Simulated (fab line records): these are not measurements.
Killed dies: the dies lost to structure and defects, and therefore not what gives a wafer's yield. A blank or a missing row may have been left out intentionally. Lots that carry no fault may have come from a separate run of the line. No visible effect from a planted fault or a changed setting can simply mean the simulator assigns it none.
fab line records	flow nand-harc
[record] lots = 24	wafers = 72	last-day = 24
route steps=1159 shown A_STAIRCASE@585
lots that met no fault: from a run of the same line without faults
start-h: the number of hours between the record's first day and the start of the first shown wafer of the lot	wait-h: hours from the lot's prior step to this one	" identical to the entry in the row above	L1.1+2: a single row standing in for several wafers	- value missing, or start not given	* or withheld: withheld	< > ~ a bound
route shown NAME@n: a module of which the file shows steps, and the number in the route of the first	usual: mean/standard deviation of fault-free wafers	same: alike in all rows	chamber/n: place in a boat	sites: per-site readings	_std_site: the values' standard deviation	_edge_site: inner sites' mean taken away from outer sites' mean	radius-mm: for every site, how far away it sits from the centre of the wafer	mask NAME#n: copy n	behind: the last tool/chamber to shape the wafer	hold: why the lot went on hold/how many hours it stayed there/how the hold came to an end	device: names the non-switching transistor (n, p or np)	end of line: the route-end tests of the same wafers	for a step that has no rows: nothing shown but its recipe	killed: dies that structure and defects cost at the first sort, which is not the same as the wafer's yield	map: dies across one wafer; x = killed, . = not, _ = none there
set.NAME: setting as actually run; set.NAME@STEP: the setting as run at that earlier step	model.NAME: the simulator's own value behind a step, which no gauge read
route steps across a sampled set of lots; one table per step, one row per wafer
services: the hour from which a tool's chamber was out of use, counted from the record's first day as start-h (under 0 if before that day), plus the number of hours and why
[[steps]]
[step NHARC_A_STAIRCASE_TRIM_191]
[recipe] time-s = 211.2	o2-flow-sccm = 500	ar-flow-sccm = 0	bias-w = 0	chemistry = O2
[usual] drypump-motor-current-A = 6.0/0.41	oes-product-au = 0.998/0.0091	rf-vpp-V = 57.7/0.92	showerhead-plenum-p-Torr = 3.50/0.12	throttle-valve-pct = 17.036/0.0091
[same] time-s = 211.2
lot.wafer	tool	chamber	start-h	wait-h	drypump-motor-current-A	oes-product-au	rf-hours-counter-h	rf-vpp-V	showerhead-plenum-p-Torr	throttle-valve-pct
L074.1	rie-diel-13	2	-	-	6.3	0.995	49	55.9	3.39	17.042
L074.4	"	2	"	"	6.3	0.986	-	58.7	3.39	17.017
L074.5	"	3	"	"	5.4	1.014	-	55.5	3.51	17.026
L075.2	rie-diel-08	3	-	-	6.4	0.993	50	57.8	3.47	17.046
L075.4	"	1	"	"	6.5	1.006	49	56.7	3.37	17.028
L075.6	"	3	"	"	6.4	1.000	-	58.9	3.47	17.041
L076.4	rie-diel-08	2	-	-	6.3	0.991	50	56.6	3.49	17.037
L076.3	"	1	"	"	6.5	1.001	50	56.8	3.36	17.043
L076.5	"	2	"	"	6.3	0.991	-	58.5	3.49	17.042
L077.4	rie-diel-08	2	-	-	6.3	0.981	50	56.6	3.49	17.041
L077.6	"	2	"	"	6.3	0.980	-	58.7	3.49	17.029
L077.5	"	3	"	"	6.4	1.002	-	57.7	3.47	17.023
L078.2	rie-diel-08	2	-	-	6.3	0.987	51	56.9	3.49	17.043
L078.1	"	0	"	"	5.7	1.000	53	58.3	3.49	17.036
L078.6	"	3	"	"	6.4	1.005	-	57.2	3.47	17.028
L081.2	rie-diel-13	1	-	-	5.7	0.984	58	59.3	3.77	17.016
L081.3	"	0	"	"	5.9	0.999	52	57.1	3.61	17.030
L081.5	"	2	"	"	6.3	1.008	-	57.4	3.38	17.017
L080.2	rie-diel-09	3	-	-	5.3	1.000	4	57.9	3.62	17.038
L080.1	"	0	"	"	5.8	0.988	4	58.5	3.32	17.025
L080.6	"	0	"	"	5.8	0.971	-	56.7	3.32	17.047
L082.3	rie-diel-08	3	-	-	6.4	0.998	62	57.2	3.46	17.027
L082.1	"	0	"	"	5.7	0.995	62	59.1	3.49	17.021
L082.6	"	3	"	"	6.4	0.995	-	57.7	3.46	17.044
L079.4	rie-diel-08	1	-	-	6.4	0.994	60	56.9	3.36	17.032
L079.2	"	3	"	"	6.3	0.999	62	58.9	3.46	17.039
L079.6	"	1	"	"	6.5	0.996	-	57.8	3.36	17.041
L083.3	rie-diel-13	0	-	-	5.9	0.990	3	57.4	3.61	17.041
L083.1	"	2	"	"	6.4	0.996	2	57.1	3.38	17.028
L083.5	"	0	"	"	5.9	0.994	-	57.6	3.61	17.044
L086.2	rie-diel-13	0	-	-	5.9	0.998	8	58.2	3.60	17.040
L086.4	"	1	"	"	5.7	0.993	7	59.2	3.77	17.048
L086.5	"	0	"	"	5.9	0.996	-	55.9	3.60	17.038
L084.2	rie-diel-13	2	-	-	6.3	0.993	7	57.2	3.38	17.045
L084.4	"	3	"	"	5.4	1.004	8	58.7	3.50	17.043
L084.1	"	0	"	"	5.9	0.990	8	58.6	3.60	17.025
L087.4	rie-diel-09	3	-	-	5.3	0.996	19	58.7	3.61	17.027
L087.5	"	3	"	"	5.3	1.000	-	57.6	3.61	17.053
L087.6	"	0	"	"	5.8	0.969	-	56.5	3.31	17.027
L089.1	rie-diel-13	0	-	-	5.9	1.006	12	58.8	3.60	17.020
L089.5	"	2	"	"	6.3	0.997	-	58.8	3.37	17.042
L089.6	"	3	"	"	5.4	1.014	-	58.1	3.50	17.030
L085.3	rie-diel-13	2	-	-	6.3	1.018	13	56.9	3.37	17.049
L085.1	"	1	"	"	5.7	1.004	12	57.7	3.77	17.038
L085.5	"	3	"	"	5.4	1.005	-	58.8	3.50	17.033
L091.3	rie-diel-13	1	-	-	5.7	0.995	17	60.1	3.76	17.044
L091.5	"	0	"	"	5.9	0.993	-	57.6	3.60	17.055
L091.6	"	1	"	"	5.7	0.999	-	57.7	3.76	17.036
L088.4	rie-diel-08	1	-	-	6.5	1.003	10	57.3	3.35	17.028
L088.3	"	3	"	"	6.4	0.996	10	57.8	3.45	17.024
L088.6	"	0	"	"	5.7	0.979	-	57.9	3.48	17.038
L090.2	rie-diel-08	2	-	-	6.3	0.993	11	58.0	3.48	17.041
L090.1	"	3	"	"	6.3	0.990	11	59.1	3.45	17.037
L090.3	"	0	"	"	5.7	1.001	11	56.4	3.48	17.021
L093.4	rie-diel-13	1	-	-	5.7	1.001	23	59.5	3.76	17.036
L093.2	"	3	"	"	5.4	0.998	23	57.3	3.49	17.045
L093.6	"	2	"	"	6.3	1.008	-	56.2	3.37	17.044
L092.4	rie-diel-09	3	-	-	5.3	0.995	33	59.1	3.60	17.040
L092.1	"	0	"	"	5.8	0.988	33	57.4	3.31	17.036
L092.3	"	1	"	"	6.8	0.992	35	58.0	3.50	17.030
L094.2	rie-diel-13	2	-	-	6.3	1.010	25	56.7	3.37	17.041
L094.1	"	0	"	"	5.9	0.994	27	57.9	3.59	17.034
L094.5	"	2	"	"	6.4	0.999	-	56.7	3.37	17.043
L096.3	rie-diel-08	2	-	-	6.3	0.995	21	56.2	3.47	17.036
L096.1	"	3	"	"	6.4	0.995	21	56.8	3.45	17.045
L096.5	"	1	"	"	6.4	1.007	-	58.5	3.35	17.030
L095.2	rie-diel-08	2	-	-	6.3	0.997	22	56.6	3.47	17.034
L095.4	"	3	"	"	6.3	0.998	21	56.9	3.45	17.036
L095.6	"	1	"	"	6.5	0.997	-	57.9	3.35	17.036
L097.1	rie-diel-13	2	-	-	6.3	1.002	35	57.9	3.36	17.030
L097.3	"	3	"	"	5.4	1.001	34	57.9	3.49	17.045
L097.2	"	1	"	"	5.7	0.997	37	58.3	3.75	17.030
[step NHARC_A_STAIRCASE_ETCH_199]
[recipe] target-depth-a = 1000	time-s = 40.5	ion-energy-ev = 400	c4f8-flow-sccm = 20	o2-flow-sccm = 10	ar-flow-sccm = withheld	rf-w = 600	bias-w = 1000	chemistry = C4F8/O2
[usual] oes-product-au = 0.939/0.013	rf-vpp-V = 895/4.7
[same] time-s = 40.5
lot.wafer	tool	chamber	start-h	wait-h	oes-product-au	rf-hours-counter-h	rf-vpp-V
L074.1	rie-diel-09	3	-	-	0.942	58	901
L074.4	"	0	"	"	0.921	59	890
L074.5	"	2	"	"	0.946	-	900
L075.2	rie-diel-13	3	-	-	0.964	53	895
L075.4	"	1	"	"	0.931	51	906
L075.6	"	0	"	"	0.950	-	897
L076.3	rie-diel-13	3	-	-	0.952	54	895
L076.5	"	3	"	"	0.954	-	894
L076.4	"	1	"	"	0.936	-	905
L077.6	rie-diel-13	3	-	-	0.947	-	894
L077.4	"	1	"	"	0.915	-	904
L077.5	"	2	"	"	0.942	-	890
L078.2	rie-diel-09	0	-	-	0.932	0	889
L078.1	"	1	"	"	0.935	0	895
L078.6	"	0	"	"	0.922	-	889
L081.3	rie-diel-09	3	-	-	0.949	5	901
L081.2	"	1	"	"	0.947	6	895
L081.5	"	0	"	"	0.939	-	889
L080.1	rie-diel-08	1	-	-	0.931	55	889
L080.2	"	2	"	"	0.943	55	894
L080.6	"	0	"	"	0.947	-	895
L082.1	rie-diel-09	2	-	-	0.940	11	901
L082.3	"	0	"	"	0.923	11	888
L082.6	"	0	"	"	0.910	-	887
L079.2	rie-diel-09	2	-	-	0.948	12	901
L079.4	"	1	"	"	0.929	-	896
L079.6	"	0	"	"	0.920	-	889
L083.1	rie-diel-08	1	-	-	0.949	63	890
L083.3	"	3	"	"	0.960	65	893
L083.5	"	0	"	"	0.967	-	896
L086.2	rie-diel-08	0	-	-	0.931	0	896
L086.4	"	1	"	"	0.954	0	890
L086.5	"	0	"	"	0.942	-	894
L084.1	rie-diel-13	1	-	-	0.940	8	904
L084.4	"	3	"	"	0.958	8	895
L084.2	"	0	"	"	0.943	9	898
L087.4	rie-diel-09	1	-	-	0.914	24	895
L087.6	"	0	"	"	0.910	-	889
L087.5	"	1	"	"	0.914	-	895
L089.1	rie-diel-13	1	-	-	0.927	12	904
L089.5	"	2	"	"	0.931	-	890
L089.6	"	3	"	"	0.934	-	896
L085.3	rie-diel-08	1	-	-	0.954	6	890
L085.1	"	3	"	"	0.942	6	893
L085.5	"	1	"	"	0.946	-	890
L091.3	rie-diel-09	3	-	-	0.942	29	898
L091.6	"	2	"	"	0.948	-	899
L091.5	"	3	"	"	0.942	-	899
L088.4	rie-diel-08	0	-	-	0.932	10	894
L088.3	"	2	"	"	0.931	10	894
L088.6	"	0	"	"	0.938	-	895
L090.3	rie-diel-08	2	-	-	0.916	11	894
L090.2	"	0	"	"	0.930	11	895
L090.1	"	1	"	"	0.920	11	888
L093.2	rie-diel-13	3	-	-	0.962	23	896
L093.4	"	1	"	"	0.943	23	902
L093.6	"	2	"	"	0.938	-	892
L092.1	rie-diel-08	1	-	-	0.939	15	890
L092.4	"	3	"	"	0.937	14	893
L092.3	"	0	"	"	0.941	14	893
L094.1	rie-diel-13	3	-	-	0.938	27	893
L094.2	"	0	"	"	0.931	28	899
L094.5	"	1	"	"	0.940	-	905
L096.3	rie-diel-08	1	-	-	0.944	20	889
L096.1	"	2	"	"	0.941	22	894
L096.5	"	0	"	"	0.931	-	894
L095.4	rie-diel-08	3	-	-	0.938	22	893
L095.2	"	0	"	"	0.935	21	896
L095.6	"	3	"	"	0.935	-	895
L097.2	rie-diel-13	0	-	-	0.970	36	899
L097.1	"	1	"	"	0.936	37	904
L097.3	"	2	"	"	0.943	36	889
[step NHARC_A_STAIRCASE_ETCH_201]
[recipe] target-depth-a = 1000	time-s = 40.5	ion-energy-ev = 400	c4f8-flow-sccm = 20	o2-flow-sccm = 10	ar-flow-sccm = withheld	rf-w = 600	bias-w = 1000	chemistry = C4F8/O2
[usual] oes-product-au = 0.939/0.014	rf-vpp-V = 895/4.9
[same] time-s = 40.5
lot.wafer	tool	chamber	start-h	wait-h	oes-product-au	rf-hours-counter-h	rf-vpp-V
L074.1	rie-diel-09	3	-	-	0.942	58	899
L074.4	"	2	"	"	0.948	53	902
L074.5	"	0	"	"	0.916	-	888
L075.2	rie-diel-13	1	-	-	0.920	51	906
L075.4	"	2	"	"	0.935	55	890
L075.6	"	3	"	"	0.949	-	894
L076.3	rie-diel-13	3	-	-	0.951	55	894
L076.5	"	3	"	"	0.947	-	895
L076.4	"	2	"	"	0.949	-	890
L077.5	rie-diel-13	2	-	-	0.938	-	889
L077.6	"	3	"	"	0.942	-	896
L077.4	"	1	"	"	0.920	-	906
L078.1	rie-diel-09	3	-	-	0.936	0	898
L078.2	"	2	"	"	0.943	0	901
L078.6	"	3	"	"	0.941	-	900
L081.2	rie-diel-09	3	-	-	0.949	5	898
L081.3	"	1	"	"	0.944	6	896
L081.5	"	3	"	"	0.947	-	899
L080.1	rie-diel-08	2	-	-	0.933	56	897
L080.2	"	1	"	"	0.944	57	888
L080.6	"	3	"	"	0.942	-	893
L082.3	rie-diel-09	1	-	-	0.912	12	894
L082.1	"	2	"	"	0.930	12	901
L082.6	"	0	"	"	0.913	-	888
L079.2	rie-diel-09	2	-	-	0.943	12	901
L079.4	"	1	"	"	0.925	-	895
L079.6	"	2	"	"	0.941	-	901
L083.1	rie-diel-08	1	-	-	0.945	64	890
L083.3	"	2	"	"	0.938	63	894
L083.5	"	0	"	"	0.954	-	895
L086.2	rie-diel-08	0	-	-	0.937	0	895
L086.4	"	2	"	"	0.914	0	894
L086.5	"	0	"	"	0.941	-	896
L084.1	rie-diel-13	3	-	-	0.958	8	896
L084.4	"	0	"	"	0.944	9	899
L084.2	"	1	"	"	0.950	9	904
L087.4	rie-diel-09	0	-	-	0.919	22	888
L087.5	"	0	"	"	0.930	-	888
L087.6	"	1	"	"	0.922	-	896
L089.1	rie-diel-13	1	-	-	0.937	13	906
L089.6	"	1	"	"	0.950	-	904
L089.5	"	2	"	"	0.945	-	888
L085.3	rie-diel-08	1	-	-	0.953	6	891
L085.1	"	0	"	"	0.942	6	894
L085.5	"	2	"	"	0.950	-	895
L088.4	rie-diel-08	2	-	-	0.940	11	895
L088.3	"	3	"	"	0.930	10	894
L088.6	"	1	"	"	0.943	-	890
L091.3	rie-diel-09	1	-	-	0.928	32	895
L091.6	"	0	"	"	0.928	-	887
L091.5	"	1	"	"	0.943	-	895
L090.2	rie-diel-08	0	-	-	0.927	11	894
L090.1	"	2	"	"	0.928	11	895
L090.3	"	3	"	"	0.928	11	895
L093.2	rie-diel-13	3	-	-	0.972	23	895
L093.4	"	0	"	"	0.959	25	898
L093.6	"	0	"	"	0.956	-	897
L092.4	rie-diel-08	2	-	-	0.938	15	894
L092.3	"	3	"	"	0.939	14	892
L092.1	"	0	"	"	0.930	14	896
L094.2	rie-diel-13	0	-	-	0.958	28	899
L094.1	"	2	"	"	0.948	26	890
L094.5	"	1	"	"	0.957	-	904
L096.1	rie-diel-08	1	-	-	0.951	21	888
L096.3	"	3	"	"	0.950	21	894
L096.5	"	1	"	"	0.953	-	890
L095.4	rie-diel-08	3	-	-	0.935	22	892
L095.2	"	0	"	"	0.924	21	893
L095.6	"	1	"	"	0.936	-	891
L097.3	rie-diel-13	3	-	-	0.957	35	896
L097.2	"	0	"	"	0.964	36	898
L097.1	"	2	"	"	0.943	36	891
[step NHARC_A_STAIRCASE_ETCH_234]
[recipe] target-depth-a = 1000	time-s = 40.5	ion-energy-ev = 400	c4f8-flow-sccm = 20	o2-flow-sccm = 10	ar-flow-sccm = withheld	rf-w = 600	bias-w = 1000	chemistry = C4F8/O2
[usual] oes-product-au = 0.940/0.013	rf-vpp-V = 895/4.7
[same] time-s = 40.5
lot.wafer	tool	chamber	start-h	wait-h	oes-product-au	rf-hours-counter-h	rf-vpp-V
L074.1	rie-diel-08	0	-	-	0.934	46	895
L074.4	"	3	"	"	0.935	-	893
L074.5	"	0	"	"	0.947	-	895
L075.4	rie-diel-08	0	-	-	0.938	54	893
L075.2	"	1	"	"	0.955	52	891
L075.6	"	0	"	"	0.946	-	894
L078.1	rie-diel-13	1	-	-	0.915	57	904
L078.2	"	2	"	"	0.926	60	890
L078.6	"	1	"	"	0.926	-	903
L076.4	rie-diel-08	3	-	-	0.943	56	893
L076.3	"	1	"	"	0.940	54	890
L076.5	"	3	"	"	0.943	-	894
L077.4	rie-diel-09	1	-	-	0.928	5	896
L077.6	"	1	"	"	0.941	-	896
L077.5	"	2	"	"	0.958	-	900
L081.3	rie-diel-08	2	-	-	0.924	59	895
L081.2	"	0	"	"	0.953	62	894
L081.5	"	2	"	"	0.924	-	894
L080.2	rie-diel-09	0	-	-	0.923	9	888
L080.1	"	1	"	"	0.932	10	895
L080.6	"	0	"	"	0.930	-	889
L079.4	rie-diel-13	0	-	-	0.948	1	898
L079.2	"	1	"	"	0.941	1	904
L079.6	"	0	"	"	0.945	-	897
L082.3	rie-diel-09	1	-	-	0.922	13	896
L082.1	"	3	"	"	0.947	10	900
L082.6	"	0	"	"	0.915	-	889
L083.3	rie-diel-09	2	-	-	0.935	17	900
L083.1	"	3	"	"	0.930	14	898
L083.5	"	2	"	"	0.942	-	901
L086.2	rie-diel-08	0	-	-	0.925	2	895
L086.4	"	2	"	"	0.930	2	893
L086.5	"	1	"	"	0.937	-	890
L084.4	rie-diel-13	2	-	-	0.934	9	891
L084.2	"	3	"	"	0.943	10	894
L084.1	"	0	"	"	0.945	10	899
L087.4	rie-diel-08	0	-	-	0.936	4	896
L087.5	"	1	"	"	0.946	-	889
L087.6	"	2	"	"	0.946	-	894
L085.1	rie-diel-13	0	-	-	0.949	19	898
L085.3	"	1	"	"	0.961	17	905
L085.5	"	2	"	"	0.968	-	891
L089.1	rie-diel-09	2	-	-	0.948	29	900
L089.6	"	0	"	"	0.921	-	888
L089.5	"	1	"	"	0.930	-	896
L088.4	rie-diel-13	0	-	-	0.946	22	898
L088.3	"	1	"	"	0.941	20	903
L088.6	"	3	"	"	0.955	-	895
L091.3	rie-diel-09	0	-	-	0.919	32	888
L091.5	"	0	"	"	0.915	-	886
L091.6	"	1	"	"	0.937	-	896
L090.3	rie-diel-13	1	-	-	0.931	23	904
L090.1	"	2	"	"	0.933	21	891
L090.2	"	3	"	"	0.946	23	895
L093.4	rie-diel-13	3	-	-	0.926	25	895
L093.2	"	0	"	"	0.943	26	899
L093.6	"	3	"	"	0.931	-	895
L092.1	rie-diel-09	0	-	-	0.918	35	887
L092.4	"	2	"	"	0.957	39	901
L092.3	"	3	"	"	0.946	36	899
L094.1	rie-diel-13	1	-	-	0.947	27	905
L094.2	"	3	"	"	0.942	28	896
L094.5	"	1	"	"	0.938	-	903
L096.1	rie-diel-08	1	-	-	0.925	22	889
L096.3	"	2	"	"	0.925	24	895
L096.5	"	2	"	"	0.924	-	894
L095.2	rie-diel-13	2	-	-	0.939	32	888
L095.4	"	3	"	"	0.957	31	896
L095.6	"	2	"	"	0.946	-	890
L097.2	rie-diel-08	1	-	-	0.943	28	888
L097.3	"	2	"	"	0.960	30	893
L097.1	"	3	"	"	0.941	30	893
[step NHARC_A_STAIRCASE_HM_DEP_456]
[recipe] target-thk-a = 15000	temp-c = 400	material = aC
[usual] throttle-valve-pct = 35.001/0.009
lot.wafer	tool	chamber	start-h	wait-h	throttle-valve-pct
L074.1	acl-dep-03	0	250.20	-	35.006
L074.4	"	0	"	"	35.008
L074.5	"	0	"	"	35.003
L075.2	acl-dep-03	0	268.91	-	34.996
L075.4	"	0	"	"	35.002
L075.6	"	0	"	"	34.978
L078.1	acl-dep-03	0	272.87	-	34.984
L078.2	"	0	"	"	35.022
L078.6	"	0	274.42	-	35.003
L076.3	acl-dep-02	0	273.76	-	34.992
L076.4	"	0	"	"	35.006
L076.5	"	0	"	"	35.000
L077.4	acl-dep-02	0	275.90	-	35.011
L077.5	"	0	"	"	34.983
L077.6	"	0	"	"	34.992
L081.2	acl-dep-01	0	285.45	-	35.003
L081.3	"	0	"	"	35.010
L081.5	"	0	"	"	35.004
L080.1	acl-dep-01	0	286.98	-	35.021
L080.2	"	0	"	"	35.005
L080.6	"	0	288.52	-	34.992
L079.2	acl-dep-02	0	291.54	-	35.005
L079.4	"	0	"	"	35.015
L079.6	"	0	"	"	35.006
L082.1	acl-dep-03	0	294.38	-	34.993
L082.3	"	0	"	"	35.010
L082.6	"	0	"	"	35.000
L083.1	acl-dep-01	0	307.11	-	35.014
L083.3	"	0	"	"	35.006
L083.5	"	0	"	"	35.007
L084.1	acl-dep-03	0	320.74	-	35.010
L084.2	"	0	"	"	34.991
L084.4	"	0	"	"	34.993
L086.2	acl-dep-02	0	320.75	-	34.982
L086.4	"	0	"	"	35.010
L086.5	"	0	"	"	35.004
L087.4	acl-dep-02	0	327.32	-	35.008
L087.5	"	0	"	"	35.008
L087.6	"	0	"	"	35.000
L085.1	acl-dep-02	0	334.81	-	35.007
L085.3	"	0	"	"	34.994
L085.5	"	0	"	"	35.003
L089.1	acl-dep-03	0	336.29	-	35.004
L089.5	"	0	337.52	-	35.008
L089.6	"	0	"	"	34.985
L088.3	acl-dep-02	0	347.22	-	35.001
L088.4	"	0	"	"	34.983
L088.6	"	0	"	"	34.998
L090.1	acl-dep-03	0	347.99	-	34.984
L090.2	"	0	"	"	35.007
L090.3	"	0	"	"	35.001
L091.3	acl-dep-01	0	348.49	-	35.006
L091.5	"	0	"	"	35.014
L091.6	"	0	"	"	34.999
L093.2	acl-dep-03	0	353.09	-	35.009
L093.4	"	0	"	"	34.997
L093.6	"	0	"	"	35.000
L092.1	acl-dep-01	0	354.74	-	34.996
L092.3	"	0	"	"	35.004
L092.4	"	0	"	"	34.996
L094.1	acl-dep-03	0	360.26	-	35.002
L094.2	"	0	"	"	34.984
L094.5	"	0	"	"	34.985
L096.1	acl-dep-01	0	373.95	-	34.999
L096.3	"	0	"	"	35.003
L096.5	"	0	"	"	35.010
L095.2	acl-dep-03	0	376.44	-	35.001
L095.4	"	0	"	"	34.993
L095.6	"	0	"	"	35.001
L097.1	acl-dep-01	0	395.54	-	34.991
L097.2	"	0	"	"	34.998
L097.3	"	0	"	"	35.009
[step NHARC_A_STAIRCASE_ETCH_292]
[recipe] cf4-flow-sccm = 100	chf3-flow-sccm = 30	ar-flow-sccm = 0	rf-w = 500	bias-w = 200	chemistry = CF4/CHF3
[usual] drypump-motor-current-A = 6.0/0.49	oes-product-au = 0.946/0.02	rf-vpp-V = 369.8/1.9	showerhead-plenum-p-Torr = 1.55/0.052	throttle-valve-pct = 16.804/0.0093
lot.wafer	tool	chamber	start-h	wait-h	drypump-motor-current-A	oes-product-au	rf-hours-counter-h	rf-vpp-V	showerhead-plenum-p-Torr	throttle-valve-pct
L074.1	rie-diel-13	0	253.05	0.1	5.9	0.960	48	371.7	1.61	16.811
L074.4	"	1	"	"	5.7	0.965	48	372.8	1.69	16.814
L074.5	"	0	"	"	5.9	0.953	-	372.8	1.61	16.807
L075.4	rie-diel-09	0	271.42	0.1	5.7	0.942	4	367.4	1.48	16.823
L075.2	"	2	"	"	5.4	0.970	5	373.9	1.63	16.809
L075.6	"	0	"	"	5.7	0.936	-	366.8	1.48	16.799
L078.2	rie-diel-09	3	275.93	0.1	5.2	0.937	6	371.2	1.61	16.779
L078.1	"	1	"	"	6.8	0.935	8	370.2	1.57	16.793
L078.6	"	0	"	"	5.8	0.931	-	368.3	1.48	16.805
L076.3	rie-diel-08	2	276.18	0.1	6.3	0.931	57	370.0	1.55	16.812
L076.5	"	3	"	"	6.4	0.926	-	369.6	1.54	16.796
L076.4	"	2	"	"	6.2	0.911	-	370.1	1.55	16.802
L077.5	rie-diel-08	3	277.84	0.1	6.4	0.963	-	369.2	1.54	16.796
L077.6	"	1	"	"	6.5	0.969	-	368.7	1.50	16.803
L077.4	"	2	"	"	6.3	0.954	-	370.2	1.55	16.811
L081.3	rie-diel-09	0	288.31	0.1	5.7	0.908	12	367.9	1.48	16.802
L081.2	"	1	"	"	6.8	0.920	13	368.8	1.56	16.798
L081.5	"	0	"	"	5.7	0.913	-	366.9	1.48	16.812
L080.2	rie-diel-08	1	289.95	0.1	6.4	0.960	62	368.1	1.50	16.793
L080.1	"	3	"	"	6.3	0.978	64	370.6	1.54	16.808
L080.6	"	0	"	"	5.6	0.957	-	369.4	1.56	16.798
L079.4	rie-diel-09	2	294.05	0.1	5.4	0.996	15	373.9	1.63	16.811
L079.2	"	3	"	"	5.3	0.961	12	371.0	1.61	16.825
L079.6	"	1	"	"	6.8	0.978	-	370.8	1.56	16.821
L082.1	rie-diel-09	2	297.30	0.1	5.4	0.989	16	370.7	1.63	16.811
L082.3	"	3	"	"	5.3	0.978	12	373.7	1.61	16.818
L082.6	"	0	"	"	5.7	0.936	-	366.9	1.48	16.805
L083.1	rie-diel-09	1	309.97	0.1	6.8	0.930	21	369.6	1.56	16.799
L083.3	"	2	"	"	5.4	0.944	20	372.6	1.63	16.816
L083.5	"	1	"	"	6.8	0.927	-	371.8	1.56	16.819
L086.4	rie-diel-08	3	323.37	0.1	6.3	0.953	5	369.8	1.54	16.793
L086.2	"	2	"	"	6.3	0.956	5	369.0	1.55	16.800
L086.5	"	3	"	"	6.4	0.954	-	369.4	1.54	16.811
L084.2	rie-diel-09	0	323.72	0.1	5.8	0.932	24	366.7	1.47	16.804
L084.4	"	1	"	"	6.8	0.931	25	370.8	1.56	16.806
L084.1	"	2	"	"	5.3	0.959	24	374.3	1.63	16.806
L087.4	rie-diel-08	1	329.69	0.2	6.5	0.924	8	366.9	1.49	16.806
L087.5	"	3	"	"	6.4	0.928	-	368.9	1.54	16.792
L087.6	"	0	"	"	5.7	0.916	-	369.8	1.55	16.813
L085.1	rie-diel-13	1	337.73	0.1	5.7	0.927	20	374.5	1.68	16.800
L085.3	"	3	"	"	5.4	0.926	20	369.4	1.56	16.801
L085.5	"	2	"	"	6.3	0.923	-	366.6	1.50	16.790
L089.1	rie-diel-09	3	339.59	0.2	5.3	0.923	31	371.2	1.61	16.811
L089.6	"	0	"	"	5.7	0.909	-	367.0	1.47	16.784
L089.5	"	1	"	"	6.8	0.919	-	371.5	1.56	16.812
L088.4	rie-diel-08	1	349.46	0.1	6.4	0.971	16	368.2	1.49	16.806
L088.3	"	2	"	"	6.3	0.968	17	368.1	1.55	16.798
L088.6	"	3	"	"	6.4	0.952	-	370.6	1.54	16.813
L091.3	rie-diel-09	2	350.70	0.1	5.3	0.969	39	372.3	1.62	16.804
L091.6	"	0	"	"	5.7	0.953	-	366.0	1.47	16.787
L091.5	"	1	"	"	6.8	0.969	-	370.8	1.56	16.793
L090.2	rie-diel-08	2	350.96	0.2	6.2	0.939	18	368.2	1.55	16.817
L090.3	"	3	"	"	6.4	0.955	18	370.4	1.54	16.796
L090.1	"	0	"	"	5.7	0.945	17	368.1	1.55	16.792
L093.2	rie-diel-09	0	355.71	0.1	5.7	0.952	37	367.5	1.47	16.801
L093.4	"	1	"	"	6.8	0.941	38	369.6	1.56	16.795
L093.6	"	0	"	"	5.8	0.954	-	367.4	1.47	16.813
L092.3	rie-diel-08	3	357.67	0.1	6.3	0.968	19	368.6	1.54	16.824
L092.4	"	0	"	"	5.7	0.941	18	369.5	1.55	16.797
L092.1	"	1	"	"	6.4	0.969	18	368.2	1.49	16.807
L094.1	rie-diel-13	2	363.19	0.1	6.3	0.938	28	368.6	1.50	16.798
L094.2	"	1	"	"	5.7	0.918	29	374.2	1.68	16.809
L094.5	"	3	"	"	5.4	0.923	-	369.4	1.56	16.824
L096.3	rie-diel-08	3	376.75	0.1	6.4	0.974	24	369.7	1.54	16.805
L096.1	"	2	"	"	6.2	0.980	25	369.2	1.55	16.804
L096.5	"	0	"	"	5.7	0.952	-	369.8	1.55	16.777
L095.4	rie-diel-08	3	379.26	0.1	6.4	0.949	25	369.5	1.54	16.806
L095.2	"	0	"	"	5.7	0.936	24	369.0	1.55	16.814
L095.6	"	3	"	"	6.4	0.939	-	370.2	1.54	16.795
L097.1	rie-diel-09	1	398.62	0.1	6.8	0.920	51	370.8	1.55	16.806
L097.3	"	3	"	"	5.3	0.923	52	370.2	1.60	16.803
L097.2	"	0	"	"	5.7	0.910	51	365.8	1.47	16.799
[[services]]
tool	chamber	start-h	hours	kind
acl-dep-03	-	225.66	13.0	pm
rie-diel-13	1	232.74	8.7	repair
rie-diel-08	0	233.20	-	clean
rie-diel-08	1	233.20	-	clean
rie-diel-08	2	233.20	-	clean
rie-diel-08	3	233.20	-	clean
rie-diel-09	-	238.48	0.9	repair
rie-diel-08	1	243.07	5.1	repair
rie-diel-09	-	254.16	9.0	pm
rie-diel-08	0	257.78	-	clean
rie-diel-08	1	257.78	-	clean
rie-diel-08	2	257.78	-	clean
rie-diel-08	3	257.78	-	clean
rie-diel-13	0	261.74	9.7	repair
rie-diel-08	-	272.88	0.7	repair
rie-diel-08	0	275.11	3.0	repair
rie-diel-13	-	276.05	9.0	pm
rie-diel-09	3	280.83	3.4	repair
acl-dep-01	-	293.46	13.0	pm
rie-diel-13	-	296.68	1.2	repair
rie-diel-08	-	302.89	9.0	pm
rie-diel-09	0	305.02	1.4	repair
acl-dep-02	-	351.62	13.0	pm
rie-diel-08	0	397.27	2.3	repair
[[key]]
fault none
